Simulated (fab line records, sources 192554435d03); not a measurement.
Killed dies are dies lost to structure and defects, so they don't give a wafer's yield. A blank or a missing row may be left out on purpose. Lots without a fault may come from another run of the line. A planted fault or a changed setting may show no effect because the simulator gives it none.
Chamber matching | flow n5_finfet | N5_BEOL_M5_PECVD_70 on pecvd-03: 3 sister chambers
The step deposits SiO2 from TEOS/O2, target thk 16 nm, time 18 s. 6 wafers are shown with their chamber, then 7 later ones without.

WAFERS WITH THEIR CHAMBER
wafer  | chamber | throttle_valve_pct (%) | showerhead_plenum_p_Torr (Torr)
L083.3 | 0       | 20.2                   | 8.64
L085.3 | 0       | 20.0                   | 8.63
L091.5 | 2       | 18.9                   | 8.79
L091.6 | 1       | 24.4                   | 8.72
L094.1 | 2       | 18.9                   | 8.75
L094.2 | 1       | 24.6                   | 8.71

WAFERS WITHOUT THEIR CHAMBER
wafer  | throttle_valve_pct (%) | showerhead_plenum_p_Torr (Torr)
L094.4 | 18.8                   | 8.75
L095.1 | 24.4                   | 8.74
L095.3 | 20.3                   | 8.65
L095.4 | 24.4                   | 8.70
L097.3 | 18.9                   | 8.75
L097.5 | 19.1                   | 8.74
L097.6 | 20.5                   | 8.65

WHICH CHAMBER EACH WENT THROUGH
wafer  | from the rows above | in truth
L094.4 | 2                   | 2
L095.1 | 1                   | 1
L095.3 | 0                   | 0
L095.4 | 1                   | 1
L097.3 | 2                   | 2
L097.5 | 2                   | 2
L097.6 | 0                   | 0
Placed correctly: 7 of 7. Can't be placed from these rows: 0. Placed wrongly: 0.
How it was worked out, from the rows above alone: a wafer's distance from a chamber is the root of the sum, over the readings, of the square of ((its reading less the chamber's mean) divided by the reading's scatter). The wafer belongs to the nearest chamber; if the next one is less than 2 further off, it can't be placed. A chamber's mean is the mean of its shown wafers. The scatter: the root of (the sum of the squares of (reading less its chamber's mean) over the shown wafers, divided by (wafers less chambers)).
